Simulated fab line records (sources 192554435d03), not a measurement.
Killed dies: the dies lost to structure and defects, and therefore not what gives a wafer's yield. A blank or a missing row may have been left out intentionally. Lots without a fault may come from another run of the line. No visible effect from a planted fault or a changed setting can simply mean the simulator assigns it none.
Which tool is to blame? + flow n5Finfet + 24 lots with 72 wafers sampled at 6 steps, on a route of 1938 steps

WHAT THE GAUGES READ, wafer by wafer
N5_BEOL_M3_THK_MEAS_01. Usual: for M3_ILD_THK the level is 78.9 nm and the standard deviation is 0.91.
| lot  | measured     | on           | M3_ILD_THK (nm) | flag |
|------|--------------|--------------|-----------------|------|
| L074 | day 7 00:22  | filmMetro-02 | 78.0 79.1 78.2  |      |
| L075 | day 7 03:53  | filmMetro-02 | 78.6 79.7 80.8  |      |
| L076 | day 7 04:00  | filmMetro-02 | 79.2 77.8 79.3  |      |
| L077 | day 7 13:45  | filmMetro-01 | 78.1 77.5 78.3  |      |
| L078 | day 7 22:55  | filmMetro-01 | 77.8 78.0 77.2  |      |
| L079 | day 8 04:04  | filmMetro-01 | 76.5 79.9 80.1  |      |
| L080 | day 8 08:49  | filmMetro-02 | 78.2 78.6 78.8  |      |
| L081 | day 8 18:14  | filmMetro-01 | 78.1 78.3 79.9  |      |
| L082 | day 8 19:40  | filmMetro-02 | 78.2 79.5 79.7  |      |
| L083 | day 9 00:23  | filmMetro-01 | 78.4 79.8 79.4  |      |
| L084 | day 9 09:16  | filmMetro-02 | 77.9 78.6 79.4  |      |
| L086 | day 10 07:10 | filmMetro-01 | 78.7 78.4 79.0  |      |
| L085 | day 10 07:46 | filmMetro-01 | 79.0 78.8 79.0  |      |
| L087 | day 10 10:50 | filmMetro-01 | 77.7 79.3 78.9  |      |
| L088 | day 10 13:05 | filmMetro-02 | 80.0 79.4 80.6  |      |
| L089 | day 10 15:49 | filmMetro-01 | 78.5 77.5 79.7  |      |
| L090 | day 10 21:22 | filmMetro-02 | 77.1 78.3 78.0  |      |
| L091 | day 10 22:57 | filmMetro-01 | 79.1 80.4 79.7  |      |
| L092 | day 11 05:27 | filmMetro-01 | 79.0 79.0 79.3  |      |
| L093 | day 12 00:34 | filmMetro-01 | 77.5 78.4 78.9  |      |
| L094 | day 12 03:51 | filmMetro-01 | 77.5 78.9 79.0  |      |
| L095 | day 12 06:51 | filmMetro-02 | 79.6 81.8 80.7  |      |
| L096 | day 12 11:41 | filmMetro-02 | 79.6 79.2 79.2  |      |
| L097 | day 12 17:51 | filmMetro-02 | 78.2 78.8 80.0  |      |

N5_BEOL_M3_CD_MEAS_18: pitch 36 nm, target cd 18 nm. Usual: cdNm reads 18.0 nm (standard deviation 0.36).
| lot  | measured     | on       | cdNm (nm)      | flag |
|------|--------------|----------|----------------|------|
| L074 | day 7 01:34  | cdSem-03 | 17.3 18.0 18.3 |      |
| L075 | day 7 05:43  | cdSem-01 | 17.6 17.8 17.6 |      |
| L076 | day 7 05:56  | cdSem-02 | 18.1 17.3 17.4 |      |
| L077 | day 7 18:17  | cdSem-03 | 17.9 17.9 17.8 |      |
| L078 | day 8 00:28  | cdSem-02 | 17.9 18.5 18.3 |      |
| L079 | day 8 06:56  | cdSem-03 | 18.1 17.9 18.1 |      |
| L080 | day 8 11:18  | cdSem-03 | 18.4 18.1 17.7 |      |
| L081 | day 8 20:08  | cdSem-03 | 17.8 18.3 17.6 |      |
| L082 | day 8 20:43  | cdSem-01 | 17.8 18.6 18.3 |      |
| L083 | day 9 02:21  | cdSem-01 | 18.1 17.4 17.9 |      |
| L084 | day 9 11:42  | cdSem-02 | 18.4 18.1 18.1 |      |
| L086 | day 10 08:43 | cdSem-03 | 18.4 18.0 18.1 |      |
| L085 | day 10 09:16 | cdSem-02 | 17.9 18.0 17.8 |      |
| L087 | day 10 13:19 | cdSem-03 | 18.1 18.1 18.3 |      |
| L088 | day 10 15:56 | cdSem-02 | 18.5 17.9 17.7 |      |
| L089 | day 10 17:07 | cdSem-03 | 17.5 18.0 18.2 |      |
| L090 | day 10 23:10 | cdSem-03 | 18.0 17.5 17.7 |      |
| L091 | day 11 01:55 | cdSem-03 | 18.2 18.2 18.1 |      |
| L092 | day 11 07:02 | cdSem-02 | 18.7 17.7 17.7 |      |
| L093 | day 12 03:34 | cdSem-01 | 18.0 17.6 18.4 |      |
| L094 | day 12 05:04 | cdSem-03 | 18.1 17.9 17.9 |      |
| L095 | day 12 11:55 | cdSem-03 | 18.4 17.9 18.0 |      |
| L096 | day 12 14:31 | cdSem-01 | 17.2 18.3 17.0 |      |
| L097 | day 12 20:01 | cdSem-03 | 18.3 17.2 18.5 |      |

WHICH TOOL RAN EACH LOT (tool, then ch and the chambers of the sampled wafers, then the start)
| lot  | N5_BEOL_M2_SPUTTER_88       | N5_BEOL_M2_SPUTTER_90       | N5_BEOL_M3_ILD_DEP_00           | N5_BEOL_M3_ETCH_64                |
|------|-----------------------------|-----------------------------|---------------------------------|-----------------------------------|
| L074 | pvdSputter-01, day 6 22:18  | pvdSputter-01, day 6 22:31  | pecvd-04 ch 0,2, day 7 00:17    | rieDiel-03 ch 1,2,3, day 7 01:07  |
| L075 | pvdSputter-02, day 7 01:49  | pvdSputter-02, day 7 02:02  | pecvd-04 ch 0,1,2, day 7 03:49  | rieDiel-01 ch 0,2, day 7 05:19    |
| L076 | pvdSputter-01, day 7 01:56  | pvdSputter-01, day 7 02:10  | pecvd-04 ch 0,1,2, day 7 03:56  | rieDiel-03 ch 0,1,3, day 7 05:29  |
| L077 | pvdSputter-02, day 7 11:40  | pvdSputter-02, day 7 11:53  | pecvd-01 ch 0,1,2, day 7 13:41  | rieDiel-03 ch 0,2,3, day 7 17:56  |
| L078 | pvdSputter-02, day 7 20:44  | pvdSputter-02, day 7 20:58  | pecvd-04 ch 0,1,2, day 7 22:50  | rieDiel-03 ch 0,2,3, day 8 00:07  |
| L079 | pvdSputter-03, day 8 01:55  | pvdSputter-03, day 8 02:08  | pecvd-04 ch 0,1,2, day 8 04:00  | rieDiel-02 ch 1,3, day 8 06:30    |
| L080 | pvdSputter-03, day 8 06:46  | pvdSputter-03, day 8 06:59  | pecvd-04 ch 1,2, day 8 08:45    | rieDiel-03 ch 0,1,3, day 8 10:57  |
| L081 | pvdSputter-01, day 8 16:08  | pvdSputter-01, day 8 16:21  | pecvd-02 ch 0,1, day 8 18:10    | rieDiel-02 ch 0,1,2, day 8 19:46  |
| L082 | pvdSputter-03, day 8 17:37  | pvdSputter-03, day 8 17:50  | pecvd-02 ch 1,2, day 8 19:36    | rieDiel-02 ch 1,2, day 8 20:22    |
| L083 | pvdSputter-01, day 8 22:17  | pvdSputter-01, day 8 22:30  | pecvd-01 ch 0,2, day 9 00:20    | rieDiel-01 ch 1,2, day 9 02:00    |
| L084 | pvdSputter-03, day 9 07:01  | pvdSputter-03, day 9 07:14  | pecvd-04 ch 1,2, day 9 09:13    | rieDiel-01 ch 1,2,3, day 9 11:21  |
| L086 | pvdSputter-01, day 10 05:05 | pvdSputter-01, day 10 05:19 | pecvd-04 ch 0,1, day 10 07:05   | rieDiel-02 ch 0,2,3, day 10 08:15 |
| L085 | pvdSputter-02, day 10 05:38 | pvdSputter-02, day 10 05:52 | pecvd-02 ch 0, day 10 07:40     | rieDiel-01 ch 0,1,2, day 10 08:55 |
| L087 | pvdSputter-02, day 10 08:46 | pvdSputter-02, day 10 08:59 | pecvd-01 ch 1,2, day 10 10:46   | rieDiel-01 ch 0,1,3, day 10 12:57 |
| L088 | pvdSputter-03, day 10 11:00 | pvdSputter-03, day 10 11:13 | pecvd-02 ch 0,1, day 10 13:01   | rieDiel-01 ch 1,2, day 10 15:35   |
| L089 | pvdSputter-03, day 10 13:44 | pvdSputter-03, day 10 13:58 | pecvd-04 ch 0,1,2, day 10 15:45 | rieDiel-01 ch 0,1,2, day 10 16:39 |
| L090 | pvdSputter-03, day 10 19:19 | pvdSputter-03, day 10 19:32 | pecvd-04 ch 0,1,2, day 10 21:19 | rieDiel-01 ch 0,1,3, day 10 22:49 |
| L091 | pvdSputter-02, day 10 20:44 | pvdSputter-02, day 10 20:57 | pecvd-01 ch 0,1, day 10 22:53   | rieDiel-02 ch 1,2,3, day 11 01:29 |
| L092 | pvdSputter-02, day 11 03:08 | pvdSputter-02, day 11 03:22 | pecvd-04 ch 0,2, day 11 05:23   | rieDiel-01 ch 0,2,3, day 11 06:36 |
| L093 | pvdSputter-01, day 11 22:22 | pvdSputter-01, day 11 22:35 | pecvd-02 ch 0,2, day 12 00:30   | rieDiel-03 ch 0,1,3, day 12 03:13 |
| L094 | pvdSputter-01, day 12 01:45 | pvdSputter-01, day 12 01:58 | pecvd-02 ch 0,1,2, day 12 03:47 | rieDiel-01 ch 0,3, day 12 04:42   |
| L095 | pvdSputter-01, day 12 04:46 | pvdSputter-01, day 12 04:59 | pecvd-02 ch 0,2, day 12 06:47   | rieDiel-01 ch 0,2,3, day 12 11:23 |
| L096 | pvdSputter-01, day 12 09:35 | pvdSputter-01, day 12 09:49 | pecvd-01 ch 1,2, day 12 11:37   | rieDiel-01 ch 0,1,2, day 12 14:06 |
| L097 | pvdSputter-03, day 12 15:46 | pvdSputter-03, day 12 15:59 | pecvd-01 ch 1,2, day 12 17:46   | rieDiel-03 ch 0,1,2, day 12 19:38 |
- N5_BEOL_M2_SPUTTER_88: material Cu, target thk 4.5 nm, time 8.29 s.
- N5_BEOL_M2_SPUTTER_90: material Cu, target thk 4.5 nm, time 8.29 s.
- N5_BEOL_M3_ILD_DEP_00: deposits SiOC from DEMS/O2, target thk 79 nm, time 15.3 s.
- N5_BEOL_M3_ETCH_64: etches SOC in N2/H2, target depth 75 nm, overetch 15 nm, time 112.5 s.

WHAT THE TOOLS THEMSELVES READ (means of the sampled wafers that have a number; where no wafer has one, the mark that the record gives instead)
N5_BEOL_M2_SPUTTER_88. Usual: chamberPressurePa 0.07001 Pa, standard deviation 0.00014; throttleValvePct 29.7 %, standard deviation 0.88.
| lot  | tool          | chamberPressurePa (Pa) | throttleValvePct (%) | flag |
|------|---------------|------------------------|----------------------|------|
| L074 | pvdSputter-01 | 0.07011                | 29.2                 |      |
| L075 | pvdSputter-02 | 0.06998                | 30.3                 |      |
| L076 | pvdSputter-01 | 0.07005                | 29.1                 |      |
| L077 | pvdSputter-02 | 0.06991                | 29.5                 |      |
| L078 | pvdSputter-02 | 0.07005                | 30.5                 |      |
| L079 | pvdSputter-03 | 0.07002                | 29.4                 |      |
| L080 | pvdSputter-03 | 0.07002                | 29.8                 |      |
| L081 | pvdSputter-01 | 0.06997                | 29.2                 |      |
| L082 | pvdSputter-03 | 0.06994                | 29.8                 |      |
| L083 | pvdSputter-01 | 0.07010                | 29.5                 |      |
| L084 | pvdSputter-03 | 0.06996                | 29.7                 |      |
| L086 | pvdSputter-01 | 0.06992                | 29.0                 |      |
| L085 | pvdSputter-02 | 0.06999                | 30.5                 |      |
| L087 | pvdSputter-02 | 0.07013                | 30.8                 |      |
| L088 | pvdSputter-03 | 0.07011                | 28.8                 |      |
| L089 | pvdSputter-03 | 0.07004                | 30.7                 |      |
| L090 | pvdSputter-03 | 0.06994                | 30.7                 |      |
| L091 | pvdSputter-02 | 0.07002                | 30.0                 |      |
| L092 | pvdSputter-02 | 0.07000                | 29.3                 |      |
| L093 | pvdSputter-01 | 0.07013                | 29.6                 |      |
| L094 | pvdSputter-01 | 0.06995                | 29.6                 |      |
| L095 | pvdSputter-01 | 0.07003                | 29.0                 |      |
| L096 | pvdSputter-01 | 0.06999                | 29.7                 |      |
| L097 | pvdSputter-03 | 0.07012                | 29.0                 |      |

N5_BEOL_M2_SPUTTER_90. Usual: chamberPressurePa 0.07 Pa, standard deviation 0.00014; throttleValvePct 29.7 %, standard deviation 0.87.
| lot  | tool          | chamberPressurePa (Pa) | throttleValvePct (%) | flag |
|------|---------------|------------------------|----------------------|------|
| L074 | pvdSputter-01 | 0.07                   | 29.0                 |      |
| L075 | pvdSputter-02 | 0.07                   | 30.3                 |      |
| L076 | pvdSputter-01 | 0.07                   | 29.1                 |      |
| L077 | pvdSputter-02 | 0.07                   | 29.4                 |      |
| L078 | pvdSputter-02 | 0.07                   | 30.5                 |      |
| L079 | pvdSputter-03 | 0.07                   | 29.3                 |      |
| L080 | pvdSputter-03 | 0.07                   | 29.8                 |      |
| L081 | pvdSputter-01 | 0.07                   | 29.2                 |      |
| L082 | pvdSputter-03 | 0.07                   | 29.8                 |      |
| L083 | pvdSputter-01 | 0.07                   | 29.9                 |      |
| L084 | pvdSputter-03 | 0.07                   | 29.9                 |      |
| L086 | pvdSputter-01 | 0.07                   | 29.3                 |      |
| L085 | pvdSputter-02 | 0.07                   | 30.3                 |      |
| L087 | pvdSputter-02 | 0.07                   | 30.9                 |      |
| L088 | pvdSputter-03 | 0.07                   | 28.9                 |      |
| L089 | pvdSputter-03 | 0.07                   | 30.7                 |      |
| L090 | pvdSputter-03 | 0.07                   | 30.5                 |      |
| L091 | pvdSputter-02 | 0.07                   | 30.0                 |      |
| L092 | pvdSputter-02 | 0.07                   | 29.4                 |      |
| L093 | pvdSputter-01 | 0.07                   | 29.6                 |      |
| L094 | pvdSputter-01 | 0.07                   | 29.6                 |      |
| L095 | pvdSputter-01 | 0.07                   | 29.0                 |      |
| L096 | pvdSputter-01 | 0.07                   | 29.7                 |      |
| L097 | pvdSputter-03 | 0.07                   | 28.9                 |      |

N5_BEOL_M3_ILD_DEP_00. Usual: heaterPowerW 483 W, standard deviation 63; showerheadPlenumPTorr 5.693 Torr, standard deviation 0.013; throttleValvePct 11.8 %, standard deviation 0.42.
| lot  | tool     | heaterPowerW (W) | showerheadPlenumPTorr (Torr) | throttleValvePct (%) | flag |
|------|----------|------------------|------------------------------|----------------------|------|
| L074 | pecvd-04 | 451              | 5.682                        | 11.9                 |      |
| L075 | pecvd-04 | 498              | 5.694                        | 11.5                 |      |
| L076 | pecvd-04 | 476              | 5.693                        | 11.5                 |      |
| L077 | pecvd-01 | 462              | 5.696                        | 11.9                 |      |
| L078 | pecvd-04 | 454              | 5.690                        | 11.8                 |      |
| L079 | pecvd-04 | 510              | 5.701                        | 11.6                 |      |
| L080 | pecvd-04 | 561              | 5.697                        | 11.3                 |      |
| L081 | pecvd-02 | 485              | 5.694                        | 11.6                 |      |
| L082 | pecvd-02 | 458              | 5.697                        | 12.1                 |      |
| L083 | pecvd-01 | 425              | 5.687                        | 11.8                 |      |
| L084 | pecvd-04 | 469              | 5.701                        | 11.5                 |      |
| L086 | pecvd-04 | 409              | 5.703                        | 11.8                 |      |
| L085 | pecvd-02 | 556              | 5.697                        | 11.1                 |      |
| L087 | pecvd-01 | 499              | 5.696                        | 11.9                 |      |
| L088 | pecvd-02 | 549              | 5.684                        | 11.6                 |      |
| L089 | pecvd-04 | 490              | 5.695                        | 11.7                 |      |
| L090 | pecvd-04 | 485              | 5.696                        | 11.7                 |      |
| L091 | pecvd-01 | 502              | 5.679                        | 12.2                 |      |
| L092 | pecvd-04 | 453              | 5.690                        | 11.9                 |      |
| L093 | pecvd-02 | 506              | 5.689                        | 11.6                 |      |
| L094 | pecvd-02 | 478              | 5.692                        | 11.8                 |      |
| L095 | pecvd-02 | 530              | 5.690                        | 11.3                 |      |
| L096 | pecvd-01 | 530              | 5.697                        | 12.3                 |      |
| L097 | pecvd-01 | 526              | 5.683                        | 12.1                 |      |

N5_BEOL_M3_ETCH_64. Usual: drypumpMotorCurrentA 5.9 A, standard deviation 0.47; oesProductAu 0.62 a.u., standard deviation 0.065; rfVppV 525.4 V, standard deviation 2; showerheadPlenumPTorr 2.59 Torr, standard deviation 0.063; throttleValvePct 17.76 %, standard deviation 0.2.
| lot  | tool       | drypumpMotorCurrentA (A) | oesProductAu (a.u.) | rfVppV (V) | showerheadPlenumPTorr (Torr) | throttleValvePct (%) | flag |
|------|------------|--------------------------|---------------------|------------|------------------------------|----------------------|------|
| L074 | rieDiel-03 | 5.6                      | 0.64                | 525.3      | 2.60                         | 17.79                |      |
| L075 | rieDiel-01 | 5.7                      | 0.62                | 525.3      | 2.62                         | 17.62                |      |
| L076 | rieDiel-03 | 6.2                      | 0.59                | 525.8      | 2.62                         | 17.95                |      |
| L077 | rieDiel-03 | 5.9                      | 0.64                | 524.7      | 2.57                         | 17.82                |      |
| L078 | rieDiel-03 | 5.8                      | 0.63                | 524.7      | 2.57                         | 17.84                |      |
| L079 | rieDiel-02 | 5.7                      | 0.73                | 527.0      | 2.66                         | 17.49                |      |
| L080 | rieDiel-03 | 6.2                      | 0.59                | 526.0      | 2.62                         | 17.97                |      |
| L081 | rieDiel-02 | 5.8                      | 0.57                | 523.5      | 2.56                         | 17.87                |      |
| L082 | rieDiel-02 | 6.3                      | 0.58                | 524.1      | 2.54                         | 17.97                |      |
| L083 | rieDiel-01 | 5.8                      | 0.60                | 527.6      | 2.65                         | 17.57                |      |
| L084 | rieDiel-01 | 6.0                      | 0.60                | 525.3      | 2.61                         | 17.65                |      |
| L086 | rieDiel-02 | 5.7                      | 0.62                | 526.0      | 2.62                         | 17.84                |      |
| L085 | rieDiel-01 | 5.8                      | 0.64                | 526.1      | 2.63                         | 17.64                |      |
| L087 | rieDiel-01 | 6.0                      | 0.64                | 525.7      | 2.59                         | 17.70                |      |
| L088 | rieDiel-01 | 5.8                      | 0.60                | 526.7      | 2.64                         | 17.60                |      |
| L089 | rieDiel-01 | 5.8                      | 0.64                | 527.1      | 2.63                         | 17.63                |      |
| L090 | rieDiel-01 | 6.0                      | 0.64                | 524.7      | 2.59                         | 17.72                |      |
| L091 | rieDiel-02 | 6.0                      | 0.62                | 524.8      | 2.60                         | 17.75                |      |
| L092 | rieDiel-01 | 6.0                      | 0.60                | 523.9      | 2.57                         | 17.73                |      |
| L093 | rieDiel-03 | 6.3                      | 0.57                | 525.4      | 2.60                         | 18.01                |      |
| L094 | rieDiel-01 | 6.0                      | 0.64                | 524.8      | 2.55                         | 17.78                |      |
| L095 | rieDiel-01 | 5.9                      | 0.60                | 525.3      | 2.57                         | 17.75                |      |
| L096 | rieDiel-01 | 5.8                      | 0.63                | 526.0      | 2.62                         | 17.66                |      |
| L097 | rieDiel-03 | 5.9                      | 0.61                | 525.0      | 2.55                         | 17.84                |      |

THE ANSWER, worked out from the rows above alone
Rule: lot off if the mean of its wafers having a number is beyond 3 standard deviations from the usual mean. A lot without any number at a reading at which 4 lots or more have one is off too. Any other lot the step has rows for is counted as sound. Order of review: gauges by route order, followed by the tools' own readings, for which a lot's mean as printed above is used. The first step at which some lot is off is used, and at that step the reading that is off furthest; a lot without a number counts as furthest.
No lot is off at any reading shown: from this, nothing can be told.

WHAT THE SIMULATOR HAD PUT IN
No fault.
